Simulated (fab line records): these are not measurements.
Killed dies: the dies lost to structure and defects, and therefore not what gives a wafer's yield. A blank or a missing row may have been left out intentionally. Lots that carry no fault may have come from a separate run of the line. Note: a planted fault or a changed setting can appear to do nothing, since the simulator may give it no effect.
3 desks, one fault + flow n5 finfet + each desk holds nothing but its own numbers, with what lay behind them at the end

== TOOL OWNER'S DESK, rie si-04 ==
The tool's own readings at N5_FIN_CUT_CUT_ETCH_15 (etches Si in HBr/Cl2/O2, target depth 100 nm, bt time 10 s, time 42.4 s): means of the sampled wafers that have a number, for each lot that ran on this tool. Any lot whose mean is over 4 standard deviations away from the usual mean is out of limits and marked OUT; that distance is given in the brackets.
Columns: A = drypump motor current A at N5_FIN_CUT_CUT_ETCH_15, usual 5.7 A; B = oes product au at N5_FIN_CUT_CUT_ETCH_15, usual 1.002 a.u.; C = throttle valve pct at N5_FIN_CUT_CUT_ETCH_15, usual 37.3 %
| lot  | first seen here | A   | B     | C    |
|------|-----------------|-----|-------|------|
| L990 | day 3 00:54     | 5.6 | 0.995 | 37.5 |
| L105 | day 6 16:58     | 5.8 | 1.007 | 37.5 |
| L109 | day 7 18:48     | 5.8 | 1.004 | 37.5 |
This desk found nothing out of limits on any of the 3 lots.

== FROM THE METROLOGY DESK ==
What the gauges read, lot by lot, whatever tool the lot ran on: means of the sampled wafers that have a number. Any lot whose mean is over 4 standard deviations away from the usual mean is out of limits and marked OUT; that distance is given in the brackets. Readings shown: 7 of its 11, picked as those furthest out on some lot.
Columns: A = FIN_CUT_OVL at N5_FIN_CUT_OVL_MEAS_09, usual 0.1 nm; B = DIBL_N at N5_BEOL_M4_RC_MEAS_101, usual 35.4 mV/V; C = ION_P at N5_BEOL_M4_RC_MEAS_101, usual 462 uA/um; D = SS_N at N5_BEOL_M4_RC_MEAS_101, usual 71.4 mV/dec; E = SS_P at N5_BEOL_M4_RC_MEAS_101, usual 72.9 mV/dec; F = VT_N at N5_BEOL_M4_RC_MEAS_101, usual 250 mV; G = VT_P at N5_BEOL_M4_RC_MEAS_101, usual -251 mV
| lot  | first seen here | A    | B    | C   | D    | E    | F   | G    |
|------|-----------------|------|------|-----|------|------|-----|------|
| L990 | day 2 22:19     | -0.4 | 34.5 | 464 | 70.8 | 72.7 | 252 | -253 |
| L997 | day 4 14:31     | -0.2 | 36.9 | 462 | 71.5 | 72.7 | 248 | -249 |
| L105 | day 6 16:15     | 0.9  | 34.3 | 461 | 70.8 | 73.2 | 253 | -252 |
| L107 | day 7 03:41     | 0.0  | 37.5 | 462 | 71.7 | 74.1 | 250 | -254 |
| L109 | day 7 17:40     | 0.6  | 34.2 | 469 | 70.9 | 71.9 | 251 | -248 |
This desk found nothing out of limits on any of the 5 lots.

== THE DEFECT DESK ==
For each lot, the counts of the inspections along the route, averaged over the sampled wafers that have a number. Any lot whose mean is over 4 standard deviations away from the usual mean is out of limits and marked OUT; that distance is given in the brackets.
Columns: A = raw defect count at N5_FIN_CUT_INSPECT_10, usual 43
| lot  | first seen here | A  |
|------|-----------------|----|
| L990 | day 2 22:22     | 43 |
| L997 | day 4 14:34     | 46 |
| L105 | day 6 16:19     | 45 |
| L107 | day 7 03:44     | 37 |
| L109 | day 7 17:42     | 30 |
This desk found nothing out of limits on any of the 5 lots.

== ALL TOGETHER ==
The desk of the tool owner found nothing out of limits.
The metrology desk saw nothing out of limits.
No out-of-limits result turned up at the defect desk.

== WHAT HAD BEEN PUT IN BY THE SIMULATOR ==
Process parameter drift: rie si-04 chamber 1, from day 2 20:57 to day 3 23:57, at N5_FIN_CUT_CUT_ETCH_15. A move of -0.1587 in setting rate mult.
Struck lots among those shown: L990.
